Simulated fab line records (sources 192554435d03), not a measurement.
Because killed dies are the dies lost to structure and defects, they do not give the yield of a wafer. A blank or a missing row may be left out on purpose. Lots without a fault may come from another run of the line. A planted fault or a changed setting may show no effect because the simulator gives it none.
Which tool did it? + flow n5 finfet + 24 lots with 72 wafers sampled at 2 steps, on a route of 1938 steps

WHAT THE GAUGES SHOWED, per wafer
N5_BEOL_M3_CD_MEAS_18: pitch 36 nm, target cd 18 nm.
| lot  | measured     | on        | cd nm (nm)        |
|------|--------------|-----------|-------------------|
| L074 | day 7 12:14  | cd sem-01 | 18.28 18.26 17.60 |
| L075 | day 7 16:22  | cd sem-01 | 17.63 17.76 18.56 |
| L076 | day 7 18:00  | cd sem-02 | 18.07 17.97 17.58 |
| L079 | day 8 09:32  | cd sem-03 | 18.04 18.46 18.10 |
| L077 | day 8 13:10  | cd sem-01 | 18.05 17.88 17.88 |
| L078 | day 8 17:41  | cd sem-03 | 17.95 17.92 17.88 |
| L081 | day 9 10:25  | cd sem-02 | 17.76 18.05 18.16 |
| L080 | day 9 14:52  | cd sem-02 | 18.44 18.82 18.48 |
| L083 | day 9 15:08  | cd sem-02 | 18.49 18.20 18.24 |
| L082 | day 10 11:04 | cd sem-01 | 17.83 17.98 18.23 |
| L084 | day 10 13:49 | cd sem-03 | 18.12 17.84 17.91 |
| L085 | day 10 17:34 | cd sem-02 | 18.08 18.05 18.23 |
| L086 | day 10 18:03 | cd sem-01 | 17.72 17.79 18.05 |
| L087 | day 10 18:14 | cd sem-02 | 18.05 17.89 18.27 |
| L089 | day 11 02:30 | cd sem-03 | 18.03 18.10 17.59 |
| L088 | day 11 08:25 | cd sem-02 | 18.22 18.56 18.11 |
| L090 | day 11 16:03 | cd sem-02 | 18.19 18.20 18.25 |
| L091 | day 11 16:23 | cd sem-02 | 17.87 17.90 17.63 |
| L092 | day 12 11:44 | cd sem-03 | 18.20 17.88 17.76 |
| L093 | day 12 12:49 | cd sem-01 | 17.98 18.07 18.09 |
| L094 | day 12 19:38 | cd sem-01 | 18.02 17.82 18.03 |
| L095 | day 13 11:46 | cd sem-01 | 18.03 17.81 17.69 |
| L096 | day 13 19:14 | cd sem-02 | 17.96 18.22 17.91 |
| L097 | day 14 04:32 | cd sem-01 | 17.78 17.74 17.75 |

TOOL THAT RAN EACH LOT (tool first, then ch and the chambers of the sampled wafers, then the start)
| lot  | N5_BEOL_M3_DESCUM_16               |
|------|------------------------------------|
| L074 | rie diel-05 ch 0,2,3, day 7 11:48  |
| L075 | rie diel-02 ch 0,1,3, day 7 15:55  |
| L076 | rie diel-02 ch 0,2, day 7 17:32    |
| L079 | rie diel-02 ch 0,1,2, day 8 09:07  |
| L077 | rie diel-06 ch 2,3, day 8 12:33    |
| L078 | rie diel-02 ch 0,2, day 8 17:16    |
| L081 | rie diel-06 ch 0,1,2, day 9 09:58  |
| L080 | rie diel-02 ch 0,1, day 9 14:26    |
| L083 | rie diel-02 ch 0,3, day 9 14:43    |
| L082 | rie diel-06 ch 0,1,3, day 10 10:32 |
| L084 | rie diel-05 ch 1,3, day 10 13:23   |
| L085 | rie diel-06 ch 0,1,2, day 10 17:02 |
| L086 | rie diel-02 ch 0,2, day 10 17:32   |
| L087 | rie diel-02 ch 0,3, day 10 17:46   |
| L089 | rie diel-02 ch 0,3, day 11 02:04   |
| L088 | rie diel-06 ch 0,1, day 11 07:59   |
| L090 | rie diel-06 ch 0,3, day 11 15:37   |
| L091 | rie diel-05 ch 0,1,2, day 11 15:57 |
| L092 | rie diel-05 ch 0,1,3, day 12 11:08 |
| L093 | rie diel-06 ch 2,3, day 12 12:23   |
| L094 | rie diel-02 ch 0,3, day 12 19:12   |
| L095 | rie diel-02 ch 1,2,3, day 13 11:20 |
| L096 | rie diel-06 ch 1,2, day 13 18:48   |
| L097 | rie diel-06 ch 1,2, day 14 04:05   |
- N5_BEOL_M3_DESCUM_16: chemistry O2, time 7 s.

AS READ BY THE TOOLS THEMSELVES (means over the sampled wafers that have a number; for cases with no such wafer, the mark the record gives instead)
N5_BEOL_M3_DESCUM_16.
| lot  | tool        | bias power w (W) | drypump motor current A (A) | oes product au (a.u.) | rf vpp V (V) | showerhead plenum p Torr (Torr) | throttle valve pct (%) |
|------|-------------|------------------|-----------------------------|-----------------------|--------------|---------------------------------|------------------------|
| L074 | rie diel-05 | 20.01            | 5.4                         | 0.83                  | 244.0        | 2.14                            | 20.18                  |
| L075 | rie diel-02 | 20.04            | 5.6                         | 0.86                  | 243.1        | 2.13                            | 20.17                  |
| L076 | rie diel-02 | 20.00            | 6.0                         | 0.83                  | 243.8        | 2.13                            | 20.34                  |
| L079 | rie diel-02 | 20.02            | 6.1                         | 0.85                  | 244.5        | 2.16                            | 20.32                  |
| L077 | rie diel-06 | 20.00            | 6.3                         | 0.74                  | 242.4        | 2.06                            | 20.65                  |
| L078 | rie diel-02 | 20.00            | 6.0                         | 0.82                  | 243.8        | 2.13                            | 20.36                  |
| L081 | rie diel-06 | 20.02            | 6.0                         | 0.73                  | 242.0        | 2.05                            | 20.45                  |
| L080 | rie diel-02 | 20.04            | 6.0                         | 0.83                  | 244.7        | 2.16                            | 20.19                  |
| L083 | rie diel-02 | 20.01            | 5.4                         | 0.81                  | 242.6        | 2.09                            | 20.08                  |
| L082 | rie diel-06 | 20.06            | 5.7                         | 0.76                  | 242.1        | 2.04                            | 20.44                  |
| L084 | rie diel-05 | 19.96            | 5.9                         | 0.74                  | 244.3        | 2.16                            | 20.19                  |
| L085 | rie diel-06 | 20.03            | 6.0                         | 0.72                  | 242.0        | 2.05                            | 20.46                  |
| L086 | rie diel-02 | 20.04            | 6.0                         | 0.81                  | 244.5        | 2.12                            | 20.37                  |
| L087 | rie diel-02 | 19.93            | 5.4                         | 0.80                  | 242.5        | 2.09                            | 20.09                  |
| L089 | rie diel-02 | 19.94            | 5.0                         | 0.81                  | 242.4        | 2.05                            | 20.10                  |
| L088 | rie diel-06 | 20.06            | 5.5                         | 0.76                  | 242.2        | 2.04                            | 20.38                  |
| L090 | rie diel-06 | 20.00            | 6.1                         | 0.71                  | 241.7        | 2.05                            | 20.40                  |
| L091 | rie diel-05 | 20.03            | 5.4                         | 0.79                  | 243.1        | 2.10                            | 20.24                  |
| L092 | rie diel-05 | 19.96            | 5.6                         | 0.73                  | 244.6        | 2.15                            | 20.22                  |
| L093 | rie diel-06 | 20.05            | 6.3                         | 0.91                  | 242.4        | 2.05                            | 20.45                  |
| L094 | rie diel-02 | 20.03            | 5.4                         | 0.80                  | 243.4        | 2.08                            | 20.12                  |
| L095 | rie diel-02 | 20.08            | 5.8                         | 0.80                  | 244.1        | 2.12                            | 20.37                  |
| L096 | rie diel-06 | 20.01            | 5.7                         | 0.83                  | 242.3        | 2.03                            | 20.43                  |
| L097 | rie diel-06 | 20.04            | 6.2                         | 0.89                  | 242.3        | 2.05                            | 20.41                  |

THE ANSWER, worked out from the rows above alone
Rule: the usual values come from the lots themselves. Put in order of their means at a reading, lots are off if they are a third of the lots or fewer, leave a main group of 4 or more, and stand apart from it by a gap of 3 or more times the standard deviation of the main group's means; of several such gaps the widest counts. If all means in a main group match to the digits the tables above print for the reading, that group is not used. Also off: a lot with no number at a reading for which 4 or more lots have one. Where the step has rows for the other lots, those lots are counted as sound. The gauges are gone through in route order, then the tools' own readings, and for those a lot's mean is taken as printed above. The first step at which some lot is off is used, and at that step the reading that is off furthest; a lot without a number counts as furthest.
Across all readings shown, no lot is off: no conclusion can be drawn from this.

WHAT THE SIMULATOR PUT IN
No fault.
